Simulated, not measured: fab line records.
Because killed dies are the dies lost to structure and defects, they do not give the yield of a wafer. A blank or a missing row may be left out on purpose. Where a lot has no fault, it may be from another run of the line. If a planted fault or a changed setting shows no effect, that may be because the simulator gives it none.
8D (eight disciplines) problem report, filled in by code / flow nand-harc / the parts of the form that need people (team, actions taken, sign-off) are left out

1. THE PROBLEM
thk-nm at NHARC_A_ONON_D1_THK_MEAS_08 reads a mean of 888 nm on 9 wafers of 3 lots; wafers without a fault read 998 nm with a standard deviation of 9.5. Measured from the usual mean, that is -12 standard deviations.
The step: measures by ellipsometry.
First seen on wafer L871.1, day 9 07:20, on film-metro-01. The record has a number at this step for 33 wafers belonging to 11 lots. Rule for "out", or "out of limits": more than 4 standard deviations from the usual mean. The rest of the wafers with a number are treated as sound.

2. WHAT IT IS; WHAT IT IS NOT
question=which readings at this step | is=thk-nm | is not=-
question=which lots | is=L871, L873, L875 | is not=L864, L877, L878, L880, L882, L883, L884, L885
question=which wafers of those lots | is=all that have a number | is not=-
question=read on which gauges | is=film-metro-01 | is not=film-metro-02
question=when | is=from day 9 07:20 | is not=up to then (3 sound wafers); but 21 sound wafers of L877, L878, L880, L882, L883, L884, L885 came after

3. WHAT RULES OUT EACH SUSPECT
Counting: a tool at a process step up to the reading stays a suspect if it ran every lot that is out and no sound lot after the first of them.
- the gauge at NHARC_A_ONON_D1_THK_MEAS_08: kept. All the wafers that are out were read on film-metro-01, and no step on other tools shows them out.
- pecvd-onon-03 at NHARC_A_ONON_D1_DEP_06 (target thk 1000 nm): kept. It ran every lot that is out, first L871 (day 9 06:49), and no sound lot after that.
Left after counting: pecvd-onon-03 at NHARC_A_ONON_D1_DEP_06, film-metro-01 at NHARC_A_ONON_D1_THK_MEAS_08.

4. THE CAUSE (what the simulator had put in)
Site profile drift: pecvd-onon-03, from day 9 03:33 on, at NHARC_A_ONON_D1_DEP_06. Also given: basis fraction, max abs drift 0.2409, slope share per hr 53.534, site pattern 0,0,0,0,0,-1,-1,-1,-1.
After counting, 2 suspects remain, this tool included.

5. THE EFFECT CHAIN, in route order
Each row: a reading whose mean over the struck wafers that have a number lies more than 3 standard deviations from the usual. Scope: only readings with a usual standard deviation given in the record; hours: median across lots of the time from each lot's start at the first step in this table that gives one to its start at this step; sigmas: change in usual standard deviations.
hours=0; step=NHARC_A_ONON_D1_THK_MEAS_08; reading=thk-nm; usual=998 nm; on struck wafers=888; change=-110; sigmas=-12
At these later measuring or inspecting steps, every struck wafer for which the step has a row has a number for every such reading, and none has moved that far: NHARC_A_ONON_D1_THK_MEAS_18.

6. HOW IT WOULD HAVE BEEN CAUGHT EARLIER
Counted from the fault's start at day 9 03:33, it took 4 hours until the first out-of-limits reading at a measuring or inspecting step in this record, taken at day 9 07:20.
No tool reading at NHARC_A_ONON_D1_DEP_06 that has a usual standard deviation in the record was out on any struck wafer, so an alarm limit of 4 standard deviations on those readings would not have fired.
Lots out: 3; of these, L873, L875 started NHARC_A_ONON_D1_DEP_06 on pecvd-onon-03 after day 9 07:20. A hold on the tool at that time would have spared those 2.
